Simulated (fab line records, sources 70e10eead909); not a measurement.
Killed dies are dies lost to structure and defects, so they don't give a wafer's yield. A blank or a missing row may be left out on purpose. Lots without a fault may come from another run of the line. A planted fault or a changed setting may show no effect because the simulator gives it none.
A struck lot beside a sound one | flow nand_harc | 15 steps out of a route of 1159
Sound: wafers L596.2, L596.4, L596.6. Struck: wafers L606.2, L606.6. (L606.5 of the same lot was not struck and is left out.) The cause comes at the end.
At each step with rows: each side's tool, then ch and its chambers, then its first start. Under that, the readings that differ: sound wafers | struck wafers | difference of the means | sigmas: that difference in standard deviations of wafers without a fault.
alike: readings whose means differ by less than 2 such deviations, and words and numbers that are the same on both sides. not compared: withheld readings, readings that some wafer has no value for, bounds like >300 that may hide the same value, and numbers for which the record gives no deviation and whose values overlap.
The two part at a step that has a row with sigmas, a row that says differs or no value, or rows on one side only. Numbers that don't overlap but have no deviation are shown without sigmas and don't part them. A reading that every wafer of one side lacks parts them only if that side has two wafers or more.

first, 3 steps without rows for these wafers: NHARC_A_CHANNEL_HOLE_D1_STRIP_41 (strips in N2/H2); NHARC_A_CHANNEL_HOLE_D1_STRIP_42 (strips in CF4/CHF3); NHARC_A_CHANNEL_HOLE_D1_STRIP_43 (strips in O2/COS).
NHARC_A_CHANNEL_HOLE_D1_ETCH_44: etches the open film in CF4/O2, target depth 140 nm, overetch 14 nm, time 77 s.
  sound on rie_diel-13 ch 1,2, day 10 12:53; struck on rie_diel-10 ch 0, day 12 21:17
  reading                         | sound          | struck    | difference | sigmas
  showerhead_plenum_p_Torr (Torr) | 1.43 1.43 1.43 | 1.27 1.27 | -0.16      | -3
  alike: drypump_motor_current_A, oes_product_au, rf_vpp_V, throttle_valve_pct
  not compared: rf_hours_counter_h
NHARC_A_CHANNEL_HOLE_D1_STRIP_27: strips in O2.
  sound on rie_diel-13 ch 0,2,3; struck on rie_diel-10 ch 1
  alike: drypump_motor_current_A, oes_product_au, rf_vpp_V, showerhead_plenum_p_Torr, throttle_valve_pct
  not compared: rf_hours_counter_h
then, 2 steps without rows for these wafers: NHARC_A_CHANNEL_HOLE_D1_PRECLEAN_28 (cleans in SC1); NHARC_A_CHANNEL_HOLE_D1_SRD_29.
NHARC_A_CHANNEL_HOLE_D1_CD_MEAS_30:
  sound on cd_sem-02, day 10 13:43; struck on cd_sem-02, day 12 22:07
  alike: cd_nm
NHARC_A_CHANNEL_HOLE_D1_XSEM_31:
  sound on xsem-02 ch 0, day 10 13:49; struck on xsem-02 ch 0, day 12 22:12
  reading     | sound          | struck    | difference | sigmas
  bow_nm (nm) | 9.23 9.08 9.22 | 8.31 8.31 | -0.87      | -3
  alike: bot_cd_nm, tilt_deg
NHARC_A_CHANNEL_HOLE_D1_INSPECT_40:
  sound on defect_inspect-02, day 10 13:55; struck on defect_inspect-01, day 12 22:18
  alike: raw_defect_count
then, 2 steps without rows for these wafers: NHARC_A_CHANNEL_FILL_D1_PRECLEAN_00 (cleans in SC1); NHARC_A_CHANNEL_FILL_D1_SRD_01.
NHARC_A_CHANNEL_FILL_D1_ALD_02: deposits SiO2, target thk 6 nm, pulse time 10 s, ald cycles 60.
  sound on ald_hk-04 ch 2,3, day 10 14:07; struck on ald_hk-04 ch 0,2, day 12 23:53
  reading    | sound    | struck | difference | sigmas
  ald_cycles | 60 60 60 | 67 67  | +7         |
  alike: heater_power_w, precursor_pulse_height_rel, susceptor_temp_C
  not compared: since_wet_clean_h
NHARC_A_CHANNEL_FILL_D1_ALD_03: deposits SiNx, target thk 6 nm, pulse time 60 s, ald cycles 58.
  sound on ald_sin_batch-02 ch 0; struck on ald_sin_batch-02 ch 0
  alike: precursor_pulse_height_rel, susceptor_temp_C
  not compared: ald_cycles
-- the record jumps here: 11 days lie between the struck wafers' starts before and after (it left off in module A_CHANNEL_FILL_D1 and takes up again in module END, whose first step shown is number 1159 of the route) --
NHARC_END_SORT_01:
  the record has rows for the struck wafers here (prober-02 ch 0, day 23 21:11) and none for the sound ones

WHERE THEY PART
First at NHARC_A_CHANNEL_HOLE_D1_ETCH_44; last, within this record, at NHARC_END_SORT_01.

WHY: what the simulator had put in
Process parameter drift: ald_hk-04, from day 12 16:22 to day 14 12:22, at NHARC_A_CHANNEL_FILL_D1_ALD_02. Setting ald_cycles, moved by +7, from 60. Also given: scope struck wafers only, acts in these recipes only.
